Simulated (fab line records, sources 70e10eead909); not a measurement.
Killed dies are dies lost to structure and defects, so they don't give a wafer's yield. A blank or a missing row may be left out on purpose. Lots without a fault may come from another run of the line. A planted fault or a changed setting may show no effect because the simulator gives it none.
fab line records | flow nand_harc
record lots=21 wafers=63 last_day=24
route steps=1159 shown A_CONTACT@864
lots that met no fault: from a run of the same line without faults
start_h: hours from the record's first day to the start of the lot's first wafer shown | wait_h: hours since the lot's step before | " the same as in the row above | L1.1+2: a row that stands for several wafers | - no value, or no start given | * or withheld: withheld | < > ~ a bound
route shown NAME@n: a module of which the file shows steps, and the number in the route of the first | usual: mean/standard deviation of fault-free wafers | same: alike in all rows | chamber/n: place in a boat | sites: the reading at each site | _std_site: their standard deviation | _edge_site: outer sites' mean less inner sites' | radius_mm: how far each site lies from the wafer's centre | mask NAME#n: copy n | behind: the tool/chamber that last shaped the wafer | hold: why the lot was held/for how many hours/how that ended | device: the transistor (n, p or np) that didn't switch | end of line: the same wafers' tests at the end of the route | a step without rows: its recipe alone | killed: dies lost to structure and defects at the first sort, not the wafer's yield | map: a wafer's dies, x killed, . not, _ none there
set.NAME: the setting as run; set.NAME@STEP: as run at that earlier step | model.NAME: the simulator's own value behind a step, which no gauge read
steps of the route over a sample of lots; a table a step, a row a wafer
services: from which hour (start_h, from the record's first day; less than 0 if before it) a tool's chamber was out of use, for how many hours, and why
## steps
# step NHARC_A_CONTACT_ETCH_113
# recipe source_w=withheld pressure_mtorr=20 bias_v=3000 time_s=94 target_depth_a=9220 ar_flow_sccm=withheld c4f8_flow_sccm=withheld o2_flow_sccm=withheld chemistry=C4F8/O2/Ar
# usual chamber_pressure_mTorr=19.999/0.018 oes_air_line_au=1.003/0.021
# columns lot.wafer tool chamber start_h wait_h chamber_pressure_mTorr oes_air_line_au rf_hours_counter_h
L075.1 har_cap_etch-02 1 369.84 0.1 19.999 0.959 7
L075.2 " 0 " " 19.997 1.007 7
L075.6 " 1 " " 19.994 1.004 -
L074.2 har_cap_etch-01 0 372.12 0.1 19.998 1.035 58
L074.1 " 1 " " 19.998 1.017 58
L074.6 " 0 " " 19.995 1.025 -
L078.2 har_cap_etch-01 0 385.47 0.1 20.014 1.023 62
L078.1 " 1 " " 19.979 1.023 62
L078.5 " 1 " " 19.973 0.995 -
L076.1 har_cap_etch-03 1 388.66 0.1 19.980 1.008 84
L076.4 " 1 " " 19.979 1.000 -
L076.5 " 1 " " 20.011 1.002 -
L080.1 har_cap_etch-03 1 396.27 0.1 19.959 1.016 85
L080.4 " 0 " " 20.039 0.961 -
L080.6 " 1 " " 20.006 1.015 -
L083.2 har_cap_etch-02 1 407.68 0.1 19.967 0.993 15
L083.5 " 0 " " 19.997 1.049 -
L083.6 " 1 " " 19.996 0.991 -
L082.1 har_cap_etch-02 1 413.27 0.1 19.985 0.973 16
L082.3 " 1 " " 19.990 1.008 -
L082.5 " 1 " " 20.018 0.973 -
L085.1 har_cap_etch-01 1 425.68 0.1 20.013 0.998 68
L085.6 " 0 " " 20.020 1.034 -
L085.5 " 1 " " 19.971 1.006 -
L081.1 har_cap_etch-03 0 427.04 0.1 20.021 1.049 90
L081.2 " 1 " " 20.005 1.035 90
L081.5 " 1 " " 20.003 1.034 -
L084.1 har_cap_etch-03 0 434.38 0.1 20.014 1.001 91
L084.4 " 1 " " 20.000 0.972 -
L084.5 " 0 " " 19.998 0.987 -
L087.1 har_cap_etch-03 0 440.42 0.1 19.975 1.010 93
L087.3 " 1 " " 19.991 1.013 -
L087.5 " 0 " " 19.999 1.028 -
L086.2 har_cap_etch-03 0 442.93 0.1 19.987 0.984 94
L086.1 " 1 " " 19.987 1.000 94
L086.4 " 0 " " 19.985 1.016 -
L089.4 har_cap_etch-01 1 452.02 0.1 19.976 1.025 -
L089.6 " 1 " " 20.008 1.009 -
L089.5 " 0 " " 20.025 1.031 -
L088.2 har_cap_etch-01 0 458.02 0.1 20.019 0.997 75
L088.4 " 1 " " 19.996 1.010 -
L088.6 " 0 " " 20.000 1.013 -
L090.2 har_cap_etch-03 1 463.16 0.1 20.015 0.981 97
L090.4 " 0 " " 20.008 0.984 -
L090.6 " 0 " " 20.000 1.001 -
L091.1 har_cap_etch-01 1 465.34 0.1 20.017 0.970 76
L091.3 " 1 " " 19.991 0.968 -
L091.6 " 0 " " 19.986 1.022 -
L093.1 har_cap_etch-02 1 468.57 0.1 19.993 0.999 26
L093.2 " 0 " " 20.034 0.986 26
L093.3 " 1 " " 20.033 1.010 -
L095.3 har_cap_etch-03 1 478.81 0.1 19.985 1.005 -
L095.6 " 0 " " 19.974 0.966 -
L095.5 " 1 " " 20.012 0.981 -
L094.4 har_cap_etch-03 1 482.49 0.1 19.996 1.022 -
L094.3 " 0 " " 19.985 0.988 -
L094.6 " 1 " " 20.022 1.012 -
L097.1 har_cap_etch-02 1 497.47 0.1 19.975 1.019 32
L097.2 " 0 " " 19.963 1.000 32
L097.6 " 0 " " 19.999 0.975 -
L096.1 har_cap_etch-01 0 503.67 0.1 19.993 1.011 83
L096.4 " 1 " " 20.019 0.988 -
L096.6 " 1 " " 19.990 0.989 -
# step NHARC_A_CONTACT_ETCH_121
# recipe source_w=withheld pressure_mtorr=20 bias_v=3000 time_s=94 target_depth_a=9220 ar_flow_sccm=withheld c4f8_flow_sccm=withheld o2_flow_sccm=withheld chemistry=C4F8/O2/Ar
# usual chamber_pressure_mTorr=19.998/0.017 oes_air_line_au=1.000/0.021
# columns lot.wafer tool chamber start_h wait_h chamber_pressure_mTorr oes_air_line_au rf_hours_counter_h
L075.1 har_cap_etch-02 1 370.57 0.1 19.989 1.045 7
L075.2 " 0 " " 19.999 0.968 7
L075.6 " 1 " " 19.991 1.023 -
L074.2 har_cap_etch-01 0 372.85 0.1 20.045 1.021 59
L074.1 " 1 " " 20.011 0.993 59
L074.6 " 0 " " 20.013 1.031 -
L078.2 har_cap_etch-01 0 386.20 0.1 19.983 1.043 62
L078.1 " 1 " " 20.008 0.987 62
L078.5 " 1 " " 19.975 1.007 -
L076.1 har_cap_etch-03 1 389.38 0.1 19.980 1.012 84
L076.4 " 1 " " 20.015 1.009 -
L076.5 " 1 " " 19.968 0.994 -
L080.1 har_cap_etch-03 1 397.00 0.1 19.958 1.018 85
L080.4 " 0 " " 20.007 0.963 -
L080.6 " 1 " " 19.989 1.006 -
L083.2 har_cap_etch-02 1 408.40 0.1 19.991 1.016 16
L083.5 " 0 " " 19.988 0.999 -
L083.6 " 1 " " 19.994 0.979 -
L082.1 har_cap_etch-02 1 414.00 0.1 19.998 1.008 17
L082.3 " 1 " " 19.993 1.039 -
L082.5 " 1 " " 19.997 1.004 -
L085.1 har_cap_etch-01 1 426.41 0.1 19.984 1.023 69
L085.6 " 0 " " 19.990 0.999 -
L085.5 " 1 " " 19.999 1.014 -
L081.1 har_cap_etch-03 0 427.77 0.1 20.014 0.987 91
L081.2 " 1 " " 20.011 0.973 91
L081.5 " 1 " " 19.980 0.997 -
L084.1 har_cap_etch-03 0 435.11 0.1 20.012 0.995 92
L084.4 " 1 " " 20.001 0.952 -
L084.5 " 0 " " 19.987 0.961 -
L087.1 har_cap_etch-03 0 441.14 0.1 19.991 0.945 93
L087.3 " 1 " " 19.998 1.007 -
L087.5 " 0 " " 20.023 1.017 -
L086.2 har_cap_etch-03 0 443.66 0.1 19.990 1.000 94
L086.1 " 1 " " 19.975 0.990 94
L086.4 " 0 " " 20.020 1.015 -
L089.4 har_cap_etch-01 1 452.99 0.1 19.988 1.006 -
L089.6 " 1 " " 19.980 1.002 -
L089.5 " 0 " " 20.003 1.003 -
L088.2 har_cap_etch-01 0 458.98 0.1 20.001 0.997 75
L088.4 " 1 " " 19.983 0.984 -
L088.6 " 0 " " 19.999 0.961 -
L090.2 har_cap_etch-03 1 463.88 0.1 20.018 1.018 98
L090.4 " 0 " " 20.043 1.000 -
L090.6 " 0 " " 20.020 0.989 -
L091.1 har_cap_etch-01 1 466.31 0.1 20.017 1.010 77
L091.3 " 1 " " 20.021 0.998 -
L091.6 " 0 " " 19.986 1.014 -
L093.1 har_cap_etch-02 1 469.29 0.1 19.988 0.988 26
L093.2 " 0 " " 19.988 1.013 26
L093.3 " 1 " " 19.991 0.964 -
L095.3 har_cap_etch-03 1 479.54 0.1 20.016 0.995 -
L095.6 " 0 " " 19.978 0.978 -
L095.5 " 1 " " 19.989 1.016 -
L094.4 har_cap_etch-03 1 483.22 0.1 19.980 0.993 -
L094.3 " 0 " " 19.995 1.007 -
L094.6 " 1 " " 19.980 0.969 -
L097.1 har_cap_etch-02 1 498.20 0.1 19.992 1.033 32
L097.2 " 0 " " 20.021 1.017 32
L097.6 " 0 " " 20.007 0.993 -
L096.1 har_cap_etch-01 0 504.40 0.1 19.970 1.007 83
L096.4 " 1 " " 20.006 0.961 -
L096.6 " 1 " " 20.019 1.016 -
# step NHARC_A_CONTACT_ETCH_102
# recipe target_depth_a=700 overetch_a=70 time_s=38.5 ion_energy_ev=100 cf4_flow_sccm=80 o2_flow_sccm=20 ar_flow_sccm=0 rf_w=300 bias_w=100 chemistry=CF4/O2
# usual chamber_pressure_mTorr=30.000/0.027 drypump_motor_current_A=5.7/0.39 oes_f_703_au=1.001/0.0045 oes_o_777_au=1.000/0.0044 oes_product_au=0.998/0.011 rf_vpp_V=197.2/1.4 showerhead_plenum_p_Torr=1.31/0.051 throttle_valve_pct=13.397/0.0092
# columns lot.wafer tool chamber start_h wait_h chamber_pressure_mTorr drypump_motor_current_A oes_f_703_au oes_o_777_au oes_product_au rf_hours_counter_h rf_vpp_V showerhead_plenum_p_Torr throttle_valve_pct
L075.2 rie_diel-06 1 371.85 0.1 29.964 5.9 1.001 1.006 0.991 45 197.5 1.37 13.396
L075.1 " 3 " " 29.958 6.1 1.008 1.002 0.997 42 198.6 1.39 13.401
L075.6 " 2 " " 29.999 6.1 1.001 1.003 1.015 - 196.8 1.36 13.397
L074.1 rie_diel-03 0 374.57 0.1 30.050 6.2 0.999 1.005 0.991 32 196.8 1.29 13.394
L074.2 " 2 " " 29.948 5.3 1.006 0.995 0.997 28 196.9 1.26 13.402
L074.6 " 0 " " 30.012 6.3 1.002 1.001 0.985 - 196.2 1.29 13.395
L078.2 rie_diel-06 0 387.82 0.2 30.026 5.2 0.998 1.002 0.993 52 196.5 1.30 13.381
L078.1 " 3 " " 29.958 6.1 1.004 0.991 1.003 51 197.7 1.38 13.412
L078.5 " 0 " " 29.968 5.2 0.995 0.999 1.001 - 197.4 1.30 13.393
L076.1 rie_diel-06 3 390.71 0.1 30.032 6.2 1.002 0.995 1.005 51 198.9 1.38 13.388
L076.4 " 1 " " 30.044 5.8 1.005 0.993 0.977 53 199.5 1.37 13.405
L076.5 " 3 " " 30.023 6.2 1.004 0.997 1.008 - 198.5 1.38 13.386
L080.4 rie_diel-06 1 398.64 0.1 29.982 5.8 1.005 1.000 0.985 56 198.8 1.37 13.397
L080.1 " 2 " " 29.999 6.1 0.999 1.001 1.005 52 197.4 1.36 13.394
L080.6 " 2 " " 30.009 6.1 1.005 1.000 1.011 - 197.1 1.36 13.404
L083.2 rie_diel-03 3 409.74 0.1 30.029 5.6 0.999 1.004 0.990 1 195.0 1.24 13.398
L083.6 " 2 " " 29.968 5.3 0.997 1.002 1.000 - 195.8 1.26 13.389
L083.5 " 3 " " 29.999 5.6 1.002 1.007 1.005 - 195.6 1.24 13.409
L082.3 rie_diel-03 3 416.19 0.1 30.008 5.5 0.992 1.003 0.998 3 195.3 1.24 13.421
L082.1 " 1 " " 29.969 5.7 0.998 0.998 0.993 3 196.6 1.36 13.394
L082.5 " 2 " " 30.013 5.3 0.997 1.003 1.017 - 195.9 1.26 13.386
L085.1 rie_diel-03 3 427.71 0.1 30.019 5.6 1.006 0.998 1.001 5 194.7 1.24 13.398
L085.6 " 3 " " 30.013 5.6 0.997 1.000 1.006 - 196.9 1.24 13.391
L085.5 " 0 " " 29.941 6.3 0.998 0.999 0.998 - 197.3 1.29 13.385
L081.1 rie_diel-03 2 429.06 0.1 29.994 5.3 1.008 0.998 1.019 4 194.6 1.26 13.407
L081.2 " 3 " " 30.001 5.6 1.003 1.008 1.010 5 196.9 1.24 13.384
L081.5 " 2 " " 30.015 5.3 1.005 1.001 1.009 - 195.9 1.26 13.413
L084.4 rie_diel-03 3 436.39 0.1 29.996 5.6 1.007 0.994 0.997 7 195.5 1.24 13.406
L084.1 " 1 " " 29.986 5.7 1.002 0.993 0.981 7 197.6 1.36 13.396
L084.5 " 0 " " 30.048 6.3 1.011 1.003 0.964 - 196.0 1.28 13.403
L087.1 rie_diel-06 0 442.76 0.1 30.024 5.2 0.994 1.005 0.994 5 197.8 1.30 13.399
L087.3 " 2 " " 30.007 6.1 1.005 1.000 1.022 4 199.0 1.35 13.398
L087.5 " 0 " " 30.026 5.2 1.001 1.002 0.994 - 198.5 1.30 13.400
L086.2 rie_diel-03 1 444.95 0.0 29.967 5.7 1.001 0.998 0.994 9 197.9 1.36 13.396
L086.4 " 2 " " 30.000 5.3 1.000 0.994 0.997 8 196.0 1.26 13.388
L086.1 " 3 " " 30.047 5.6 0.998 1.006 1.000 10 195.2 1.24 13.409
L089.4 rie_diel-03 1 454.41 0.1 30.005 5.7 1.003 1.003 0.992 12 197.5 1.36 13.407
L089.5 " 1 " " 30.023 5.7 1.002 0.997 0.987 - 198.5 1.35 13.394
L089.6 " 2 " " 30.011 5.3 1.005 0.991 1.003 - 197.6 1.26 13.387
L088.4 rie_diel-03 2 460.44 0.0 29.987 5.3 1.000 1.000 0.988 12 196.3 1.26 13.399
L088.2 " 3 " " 29.954 5.6 1.008 0.998 0.989 14 197.5 1.24 13.391
L088.6 " 3 " " 29.995 5.5 1.001 1.008 1.002 - 197.2 1.24 13.403
L090.4 rie_diel-06 1 465.19 0.1 29.990 5.8 0.996 0.995 0.996 11 198.8 1.37 13.402
L090.2 " 3 " " 30.031 6.1 1.000 1.000 1.008 13 197.7 1.38 13.402
L090.6 " 2 " " 29.987 6.2 0.999 1.002 1.022 - 197.8 1.35 13.385
L091.1 rie_diel-06 2 469.29 1.5 30.018 6.2 1.003 1.001 1.025 15 198.0 1.35 13.401
L091.3 " 1 " " 30.017 5.8 1.008 1.004 0.995 14 198.1 1.37 13.398
L091.6 " 3 " " 30.047 6.1 0.998 0.993 0.998 - 200.5 1.38 13.404
L093.1 rie_diel-12 2 470.62 0.1 30.028 5.4 1.004 0.993 1.008 26 195.4 1.32 13.380
L093.2 " 3 " " 30.013 4.7 1.007 0.998 0.989 31 196.3 1.28 13.390
L093.3 " 1 " " 30.014 6.0 1.005 1.003 0.966 32 197.9 1.37 13.394
L095.3 rie_diel-06 3 480.80 0.1 29.969 6.1 0.991 0.998 1.014 20 197.1 1.38 13.416
L095.5 " 3 " " 30.022 6.1 1.000 1.009 0.996 - 200.8 1.38 13.374
L095.6 " 0 " " 29.984 5.2 1.005 1.001 1.016 - 197.1 1.30 13.383
L094.3 rie_diel-06 1 484.48 0.1 30.015 5.8 1.007 0.994 0.983 19 198.3 1.37 13.401
L094.4 " 2 " " 29.999 6.1 1.001 1.005 1.012 21 197.4 1.35 13.405
L094.6 " 1 " " 30.004 5.9 0.997 0.999 0.982 - 197.0 1.37 13.404
L097.1 rie_diel-12 2 499.56 0.1 30.008 5.4 0.999 0.993 1.006 39 197.8 1.32 13.389
L097.2 " 0 " " 30.000 5.8 1.002 1.000 0.996 39 199.0 1.32 13.408
L097.6 " 2 " " 30.050 5.4 0.992 0.995 1.010 - 195.5 1.32 13.380
L096.4 rie_diel-03 1 505.68 0.1 29.964 5.7 1.005 1.002 0.995 21 198.4 1.35 13.402
L096.1 " 3 " " 29.956 5.6 0.997 1.006 0.999 22 194.4 1.24 13.374
L096.6 " 1 " " 29.955 5.7 1.003 1.005 1.000 - 198.6 1.35 13.391
# step NHARC_A_CONTACT_ETCH_76
# recipe target_depth_a=2600 over_etch_frac=0.3 time_s=475.3 ion_energy_ev=200 n2_flow_sccm=150 h2_flow_sccm=150 ar_flow_sccm=0 rf_w=400 bias_w=150 chemistry=N2/H2
# usual chamber_pressure_mTorr=30.002/0.027 drypump_motor_current_A=5.7/0.41 oes_product_au=0.998/0.0088 rf_vpp_V=429.3/2.4 showerhead_plenum_p_Torr=1.99/0.076 throttle_valve_pct=14.172/0.0085
# columns lot.wafer tool chamber start_h wait_h chamber_pressure_mTorr drypump_motor_current_A oes_product_au rf_hours_counter_h rf_vpp_V showerhead_plenum_p_Torr throttle_valve_pct
L075.1 rie_diel-03 2 - - 30.023 5.3 1.003 28 427.5 1.92 14.175
L075.2 " 3 " " 30.006 5.6 1.001 33 425.2 1.89 14.176
L075.6 " 2 " " 30.016 5.3 0.995 - 427.5 1.92 14.174
L074.2 rie_diel-03 1 - - 29.990 5.7 0.990 30 431.9 2.08 14.163
L074.1 " 3 " " 30.041 5.6 1.006 34 425.7 1.89 14.181
L074.6 " 1 " " 30.004 5.7 1.001 - 431.4 2.08 14.173
L078.2 rie_diel-03 0 - - 30.016 6.3 0.994 37 428.5 1.96 14.174
L078.1 " 2 " " 30.013 5.3 1.008 33 427.1 1.92 14.183
L078.5 " 1 " " 30.021 5.7 0.996 - 432.6 2.08 14.165
L076.1 rie_diel-06 3 - - 30.029 6.1 0.991 52 433.5 2.12 14.165
L076.4 " 0 " " 29.963 5.2 0.999 54 429.0 1.99 14.164
L076.5 " 3 " " 30.003 6.1 0.993 - 433.3 2.12 14.178
L080.1 rie_diel-06 3 - - 30.001 6.2 0.997 55 433.4 2.12 14.184
L080.4 " 0 " " 30.014 5.2 0.987 57 430.1 1.99 14.158
L080.6 " 1 " " 29.976 5.8 0.985 - 431.3 2.10 14.177
L083.2 rie_diel-03 3 - - 29.990 5.6 1.011 2 427.1 1.89 14.175
L083.5 " 0 " " 29.953 6.3 0.991 - 428.4 1.96 14.165
L083.6 " 1 " " 29.980 5.7 1.003 - 432.5 2.08 14.177
L082.1 rie_diel-12 2 - - 30.031 5.5 1.010 15 430.7 2.02 14.162
L082.3 " 1 " " 30.005 6.0 0.986 15 432.1 2.10 14.166
L082.5 " 3 " " 30.014 4.7 0.998 - 428.8 1.96 14.173
L085.1 rie_diel-06 2 - - 29.993 6.1 1.013 1 432.2 2.07 14.179
L085.5 " 2 " " 29.992 6.1 1.010 - 432.1 2.07 14.156
L085.6 " 3 " " 29.993 6.1 1.005 - 433.5 2.11 14.178
L081.1 rie_diel-03 2 - - 30.063 5.3 1.011 5 427.3 1.92 14.174
L081.2 " 0 " " 29.986 6.3 0.980 7 427.5 1.96 14.191
L081.5 " 2 " " 29.957 5.4 1.008 - 426.9 1.92 14.165
L084.1 rie_diel-03 1 - - 30.035 5.8 0.993 8 431.3 2.07 14.164
L084.4 " 2 " " 29.932 5.3 0.998 7 426.8 1.92 14.171
L084.5 " 0 " " 30.003 6.3 0.982 - 429.1 1.96 14.169
L087.1 rie_diel-12 2 - - 29.992 5.5 1.009 19 430.2 2.02 14.169
L087.3 " 3 " " 30.011 4.7 0.994 23 428.2 1.96 14.161
L087.5 " 1 " " 29.962 6.0 0.984 - 433.2 2.10 14.161
L086.4 rie_diel-03 1 - - 30.048 5.7 1.001 10 431.3 2.07 14.171
L086.2 " 2 " " 30.036 5.4 1.012 9 426.0 1.92 14.170
L086.1 " 0 " " 30.064 6.3 0.999 11 428.7 1.96 14.173
L089.4 rie_diel-03 1 - - 29.984 5.7 0.995 12 430.1 2.07 14.189
L089.6 " 2 " " 30.027 5.4 1.015 - 428.0 1.91 14.190
L089.5 " 3 " " 30.012 5.6 0.994 - 425.5 1.88 14.179
L088.4 rie_diel-12 3 - - 29.961 4.7 0.990 29 428.5 1.96 14.157
L088.2 " 0 " " 29.985 5.8 0.998 29 429.6 2.01 14.178
L088.6 " 2 " " 29.976 5.4 1.002 - 430.3 2.02 14.180
L090.2 rie_diel-03 3 - - 29.963 5.6 1.005 15 427.1 1.88 14.182
L090.4 " 0 " " 29.971 6.3 0.997 15 428.5 1.96 14.173
L090.6 " 2 " " 30.037 5.3 1.001 - 426.4 1.91 14.167
L091.1 rie_diel-03 2 - - 30.013 5.3 0.995 15 427.1 1.91 14.168
L091.3 " 0 " " 30.041 6.3 0.991 16 429.9 1.96 14.174
L091.6 " 1 " " 29.962 5.7 0.994 - 432.3 2.07 14.163
L093.1 rie_diel-03 0 - - 29.975 6.3 1.001 16 427.4 1.96 14.167
L093.3 " 1 " " 29.970 5.7 0.995 16 430.2 2.07 14.174
L093.2 " 3 " " 29.949 5.6 1.010 17 424.6 1.88 14.184
L095.3 rie_diel-06 1 - - 29.991 5.8 0.980 20 432.4 2.09 14.170
L095.5 " 2 " " 29.996 6.1 0.993 - 430.7 2.06 14.163
L095.6 " 3 " " 30.008 6.2 0.997 - 430.6 2.11 14.166
L094.3 rie_diel-03 1 - - 30.023 5.7 0.994 19 431.2 2.07 14.165
L094.4 " 3 " " 30.007 5.6 1.004 20 424.5 1.88 14.178
L094.6 " 2 " " 30.014 5.3 0.999 - 425.8 1.91 14.166
L097.2 rie_diel-03 1 - - 30.006 5.7 0.991 21 430.6 2.07 14.168
L097.1 " 0 " " 30.025 6.3 0.996 20 428.9 1.95 14.171
L097.6 " 2 " " 30.019 5.3 1.002 - 428.1 1.91 14.166
L096.1 rie_diel-12 2 - - 30.000 5.5 1.008 44 430.4 2.01 14.181
L096.4 " 0 " " 29.991 5.8 1.010 43 429.1 2.01 14.172
L096.6 " 3 " " 30.012 4.7 1.006 - 428.7 1.95 14.175
# step NHARC_A_CONTACT_ETCH_129
# recipe source_w=withheld pressure_mtorr=20 bias_v=1200 time_s=155 target_depth_a=9560 ar_flow_sccm=withheld c4f8_flow_sccm=withheld o2_flow_sccm=withheld chemistry=C4F8/O2/Ar
# usual chamber_pressure_mTorr=20.002/0.018 oes_air_line_au=0.998/0.02
# columns lot.wafer tool chamber start_h wait_h chamber_pressure_mTorr oes_air_line_au rf_hours_counter_h
L075.2 har_cap_etch-01 0 377.28 0.1 19.999 0.978 60
L075.1 " 1 " " 19.983 1.006 60
L075.6 " 0 " " 19.991 1.006 -
L074.2 har_cap_etch-03 0 379.90 0.1 20.014 0.985 82
L074.1 " 1 " " 19.972 0.977 82
L074.6 " 1 " " 20.011 1.006 -
L078.2 har_cap_etch-01 1 393.31 0.1 20.014 0.984 63
L078.1 " 0 " " 20.000 1.017 63
L078.5 " 0 " " 20.007 0.974 -
L076.1 har_cap_etch-02 0 397.09 0.1 20.014 0.987 13
L076.4 " 1 " " 20.059 1.019 -
L076.5 " 0 " " 20.034 1.011 -
L080.1 har_cap_etch-03 1 407.25 0.1 20.031 1.005 87
L080.4 " 1 " " 19.985 1.014 -
L080.6 " 1 " " 20.023 0.998 -
L083.2 har_cap_etch-01 0 415.17 0.1 19.993 1.009 67
L083.5 " 0 " " 20.022 1.024 -
L083.6 " 1 " " 20.012 1.024 -
L082.1 har_cap_etch-02 0 425.14 0.1 20.016 0.980 18
L082.3 " 0 " " 20.010 1.003 -
L082.5 " 1 " " 20.020 0.982 -
L085.1 har_cap_etch-01 0 433.47 0.1 19.999 0.979 70
L085.6 " 1 " " 19.991 1.009 -
L085.5 " 0 " " 19.987 1.033 -
L081.2 har_cap_etch-02 0 435.79 0.1 20.009 0.974 20
L081.1 " 1 " " 20.030 0.993 20
L081.5 " 1 " " 19.990 0.967 -
L084.1 har_cap_etch-01 0 442.26 0.1 20.017 0.996 72
L084.4 " 0 " " 20.004 1.014 -
L084.5 " 1 " " 19.969 0.985 -
L087.1 har_cap_etch-02 0 448.00 0.1 20.006 1.057 22
L087.3 " 1 " " 20.013 1.014 -
L087.5 " 0 " " 20.005 1.024 -
L086.1 har_cap_etch-03 1 450.15 0.1 19.980 0.975 95
L086.2 " 0 " " 19.996 1.019 95
L086.4 " 1 " " 20.001 1.012 -
L089.4 har_cap_etch-02 0 459.77 0.2 20.002 1.016 -
L089.5 " 1 " " 19.989 1.008 -
L089.6 " 0 " " 20.007 0.990 -
L088.2 har_cap_etch-03 1 466.54 0.1 19.983 1.014 99
L088.4 " 0 " " 19.981 1.029 -
L088.6 " 0 " " 20.015 1.001 -
L090.2 har_cap_etch-01 1 470.52 0.2 19.978 1.028 78
L090.4 " 1 " " 19.978 1.000 -
L090.6 " 0 " " 20.020 0.985 -
L091.1 har_cap_etch-01 1 477.14 0.2 20.022 0.986 79
L091.3 " 1 " " 19.985 0.992 -
L091.6 " 1 " " 19.999 0.966 -
L093.1 har_cap_etch-02 0 477.73 0.1 20.021 1.005 28
L093.2 " 1 " " 19.989 1.020 28
L093.3 " 0 " " 19.996 0.981 -
L095.3 har_cap_etch-02 1 489.98 0.1 19.985 1.010 -
L095.6 " 0 " " 19.961 1.009 -
L095.5 " 1 " " 19.975 1.005 -
L094.3 har_cap_etch-03 0 494.17 0.1 19.998 1.019 -
L094.4 " 1 " " 19.992 1.025 -
L094.6 " 0 " " 20.002 1.015 -
L097.2 har_cap_etch-03 0 504.72 0.1 20.000 1.016 106
L097.1 " 1 " " 20.000 0.973 106
L097.6 " 1 " " 20.019 0.968 -
L096.1 har_cap_etch-01 0 510.88 0.1 19.973 0.999 84
L096.4 " 1 " " 19.993 1.005 -
L096.6 " 0 " " 20.006 1.029 -
# step NHARC_A_CONTACT_ETCH_130
# recipe source_w=withheld pressure_mtorr=20 bias_v=1200 time_s=155 target_depth_a=9560 ar_flow_sccm=withheld c4f8_flow_sccm=withheld o2_flow_sccm=withheld chemistry=C4F8/O2/Ar
# usual chamber_pressure_mTorr=20.002/0.018 oes_air_line_au=1.001/0.019
# columns lot.wafer tool chamber start_h wait_h chamber_pressure_mTorr oes_air_line_au rf_hours_counter_h
L075.2 har_cap_etch-01 0 377.42 0.1 20.004 1.010 60
L075.1 " 1 " " 19.986 1.004 60
L075.6 " 0 " " 20.010 0.979 -
L074.2 har_cap_etch-03 0 380.05 0.1 20.006 1.005 82
L074.1 " 1 " " 19.981 1.007 82
L074.6 " 1 " " 19.981 0.984 -
L078.2 har_cap_etch-01 1 393.45 0.1 19.997 0.999 63
L078.1 " 0 " " 20.004 0.990 63
L078.5 " 0 " " 19.974 1.002 -
L076.1 har_cap_etch-02 0 397.23 0.1 20.037 1.028 13
L076.4 " 1 " " 19.980 0.990 -
L076.5 " 0 " " 19.998 0.985 -
L080.1 har_cap_etch-03 1 407.40 0.1 20.016 1.008 87
L080.4 " 1 " " 20.015 1.011 -
L080.6 " 1 " " 20.006 1.028 -
L083.2 har_cap_etch-01 0 415.31 0.1 19.990 0.991 67
L083.5 " 0 " " 20.004 1.042 -
L083.6 " 1 " " 19.992 1.027 -
L082.1 har_cap_etch-02 0 425.28 0.1 20.004 1.017 18
L082.3 " 0 " " 20.003 1.034 -
L082.5 " 1 " " 20.008 1.006 -
L085.1 har_cap_etch-01 0 433.61 0.1 20.004 0.984 70
L085.6 " 1 " " 20.007 1.002 -
L085.5 " 0 " " 20.017 0.973 -
L081.2 har_cap_etch-02 0 435.93 0.1 20.015 0.981 20
L081.1 " 1 " " 20.004 0.992 20
L081.5 " 1 " " 19.995 0.996 -
L084.1 har_cap_etch-01 0 442.41 0.1 20.016 0.986 72
L084.4 " 0 " " 20.058 1.022 -
L084.5 " 1 " " 19.997 0.987 -
L087.1 har_cap_etch-02 0 448.14 0.1 19.970 0.998 22
L087.3 " 1 " " 19.988 1.020 -
L087.5 " 0 " " 20.015 1.028 -
L086.1 har_cap_etch-03 1 450.30 0.1 20.017 1.014 96
L086.2 " 0 " " 20.007 1.006 96
L086.4 " 1 " " 20.022 0.990 -
L089.4 har_cap_etch-02 0 459.96 0.2 19.987 0.980 -
L089.5 " 1 " " 20.030 1.015 -
L089.6 " 0 " " 19.976 0.986 -
L088.2 har_cap_etch-03 1 466.68 0.1 19.990 0.975 99
L088.4 " 0 " " 19.986 1.011 -
L088.6 " 0 " " 20.005 1.017 -
L090.2 har_cap_etch-01 1 470.71 0.2 19.979 0.960 78
L090.4 " 1 " " 19.973 0.993 -
L090.6 " 0 " " 19.983 1.011 -
L091.1 har_cap_etch-01 1 477.33 0.2 20.019 0.985 79
L091.3 " 1 " " 19.991 0.999 -
L091.6 " 1 " " 20.003 1.000 -
L093.1 har_cap_etch-02 0 477.87 0.1 19.988 1.010 28
L093.2 " 1 " " 19.998 1.020 28
L093.3 " 0 " " 19.976 1.026 -
L095.3 har_cap_etch-02 1 490.12 0.1 20.034 1.016 -
L095.6 " 0 " " 19.971 0.987 -
L095.5 " 1 " " 19.990 1.002 -
L094.3 har_cap_etch-03 0 494.31 0.1 19.997 0.959 -
L094.4 " 1 " " 20.025 0.964 -
L094.6 " 0 " " 20.004 0.980 -
L097.2 har_cap_etch-03 0 504.86 0.1 19.982 0.985 107
L097.1 " 1 " " 19.989 0.992 107
L097.6 " 1 " " 19.984 0.973 -
L096.1 har_cap_etch-01 0 511.02 0.1 19.997 0.969 84
L096.4 " 1 " " 19.985 1.028 -
L096.6 " 0 " " 19.985 0.990 -
## services
# columns tool chamber start_h hours kind
rie_diel-03 0 347.17 - clean
rie_diel-03 1 347.17 - clean
rie_diel-03 2 347.17 - clean
rie_diel-03 3 347.17 - clean
har_cap_etch-03 - 362.89 0.4 repair
rie_diel-03 1 368.54 - consumable_replace:focus_ring
rie_diel-03 1 368.54 9.0 scheduled_down
rie_diel-03 1 368.54 9.0 vent_cycle
rie_diel-03 0 372.07 - clean
rie_diel-03 2 372.07 - clean
rie_diel-03 3 372.07 - clean
rie_diel-12 2 373.74 7.6 repair
rie_diel-12 - 379.46 9.0 pm
rie_diel-06 2 381.35 7.2 repair
rie_diel-03 - 392.33 9.0 pm
rie_diel-03 0 392.33 9.0 vent_cycle
rie_diel-03 1 392.33 9.0 vent_cycle
rie_diel-06 3 412.97 5.3 repair
rie_diel-06 0 415.46 5.6 repair
rie_diel-06 - 418.30 9.0 pm
rie_diel-12 2 429.66 12.4 repair
rie_diel-03 - 458.90 0.2 repair
rie_diel-12 0 470.14 6.4 repair
rie_diel-12 1 473.86 5.9 repair
## key
fault none
